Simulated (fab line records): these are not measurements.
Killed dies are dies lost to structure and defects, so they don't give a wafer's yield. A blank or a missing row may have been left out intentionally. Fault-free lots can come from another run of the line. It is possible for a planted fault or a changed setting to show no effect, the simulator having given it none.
A struck lot beside a sound one -- flow n5 finfet -- 14 out of 1938 route steps
Sound: wafers L971.1, L971.2, L971.6. Struck: wafer L976.3. (L976.2 of the same lot was not struck and is left out.) The cause comes at the end.
For every step that has rows: the tool of each side, followed by ch and its chambers, followed by its first start. Under that, the readings that differ: sound wafers -- struck wafers -- difference of the means -- sigmas: that difference in standard deviations of wafers without a fault.
alike: readings whose means differ by less than 2 such deviations, and words and numbers that are the same on both sides. not compared: withheld readings, readings that some wafer has no value for, bounds like >300 that may hide the same value, and numbers for which the record gives no deviation and whose values overlap.
A row with sigmas, a row that says differs or no value, or rows on one side alone: a step with any of these is where the two part. When numbers do not overlap yet have no deviation, they are printed without sigmas and do not part them. A reading missing from all wafers of one side parts the sides only when that side holds two or more wafers.

first, 1 step without rows for these wafers: N5_HKMG_FIN_ALD_72 (deposits W, target thk 2 nm, pulse time 1 s, purge time 2 s).
N5_HKMG_FIN_W_FILL_22: material W, target thk 60 nm, time 18.2 s.
  sound on cvd w-01 ch 0,1, day 6 21:30; struck on cvd w-02 ch 0, day 8 01:14
reading,sound,struck,difference,sigmas
throttle valve pct (%),18.6 19.5 18.7,22.2,+3.3,+3
  alike: heater power outer w, heater power w
then, 2 steps without rows for these wafers: N5_HKMG_FIN_PRECLEAN_83 (cleans in DIW, time 57.5 s); N5_HKMG_FIN_SRD_84 (dry time 32 s).
N5_HKMG_FIN_CMP_23: polishes, stops on SiNx, t overpolish 10 s, target thk 46.326 nm.
  sound on cmp-04 ch 0,1, day 6 21:36; struck on cmp-04 ch 0, day 8 01:21
  alike: edge zone pressure frac, motor current A, overpolish run s, time to endpoint s
then, 1 step without rows for these wafers: N5_HKMG_FIN_CMP_94 (polishes, stops on SiNx, t overpolish 4.7 s, target thk 43.299 nm).
N5_HKMG_FIN_INSPECT_28: inspects for defects (darkfield).
  struck on defect inspect-02, day 8 02:04; sound on defect inspect-01, day 6 22:19
  alike: raw defect count
then, 1 step without rows for these wafers: N5_GATE_CUT_ETCHBACK_00 (etches W in SF6/Cl2).
N5_GATE_CUT_ETCH_56: etches TiN in Cl2/Ar, target depth 21.6 nm.
  sound on rie metal-02 ch 0,1, day 6 22:28; struck on rie metal-03 ch 0, day 8 02:16
  alike: drypump motor current A, oes product au, throttle valve pct
  not compared: rf hours counter h
N5_GATE_CUT_ETCHBACK_30: etches TiN in Cl2/Ar, target depth 3 nm.
  sound on rie metal-02 ch 0,1, day 6 22:34; struck on rie metal-03 ch 0, day 8 02:23
  alike: drypump motor current A, oes product au, throttle valve pct
  not compared: rf hours counter h
N5_GATE_CUT_VAPOR_ETCH_60: etches HfO2 in BCl3/Cl2.
  sound on rie metal-02 ch 0,1, day 6 22:35; struck on rie metal-03 ch 0, day 8 02:25
  alike: drypump motor current A, oes product au
N5_GATE_CUT_ETCH_58: etches SiNx in CH3F/O2, target depth 17 nm, time 128.6 s.
  sound on rie diel-04 ch 0,3, day 6 22:41; struck on rie diel-03 ch 0, day 8 02:29
reading,sound,struck,difference,sigmas
rf vpp V (V),99.3 98.0 99.7,96.6,-2.4,-2
model.etch.depth nm (nm),16.66 16.79 16.77,13.6,-3.1,
model.SiNx_of_SDB_ALD_29.thk nm (nm),24.6 24.6 24.6,25.2,+0.6,
  alike: drypump motor current A, oes product au, showerhead plenum p Torr, throttle valve pct
  not compared: rf hours counter h
then, 1 step without rows for these wafers: N5_GATE_CUT_STRIP_59 (strips in N2/H2, time 20 s).
-- the record jumps here: 4 days lie between the struck wafers' starts before and after (it left off in module GATE_CUT and takes up again in module BEOL_M4, whose first step shown is number 1111 of the route) --
N5_BEOL_M4_RC_MEAS_101:
  sound on prober-02 ch 0, day 11 04:00; struck on prober-02 ch 0, day 12 00:31
reading,sound,struck,difference,sigmas
DIBL_N (mV/V),39.6 36.3 37.6,34.2,-3.6,-2
DIBL_P (mV/V),41.2 37.8 39.5,34.1,-5.4,-2
IOFF_N (nA/um),0.25 0.18 0.21,0.12,-0.09,-3
IOFF_P (nA/um),0.28 0.22 0.25,0.15,-0.10,-3
ION_N (uA/um),696 693 693,660,-34,-3
ION_P (uA/um),471 467 466,448,-20,-3
SS_N (mV/dec),72.2 71.2 72.3,70.7,-1.2,-2
SS_P (mV/dec),74.6 73.0 73.8,72.3,-1.5,-2
VT_N (mV),244 247 243,258,+13,+3
VT_P (mV),-248.5 -251.7 -251.4,-256.6,-6.1,-2

WHERE THEY PART
Last at N5_BEOL_M4_RC_MEAS_101 as far as this record goes, first at N5_HKMG_FIN_W_FILL_22.

WHY: what the simulator had put in
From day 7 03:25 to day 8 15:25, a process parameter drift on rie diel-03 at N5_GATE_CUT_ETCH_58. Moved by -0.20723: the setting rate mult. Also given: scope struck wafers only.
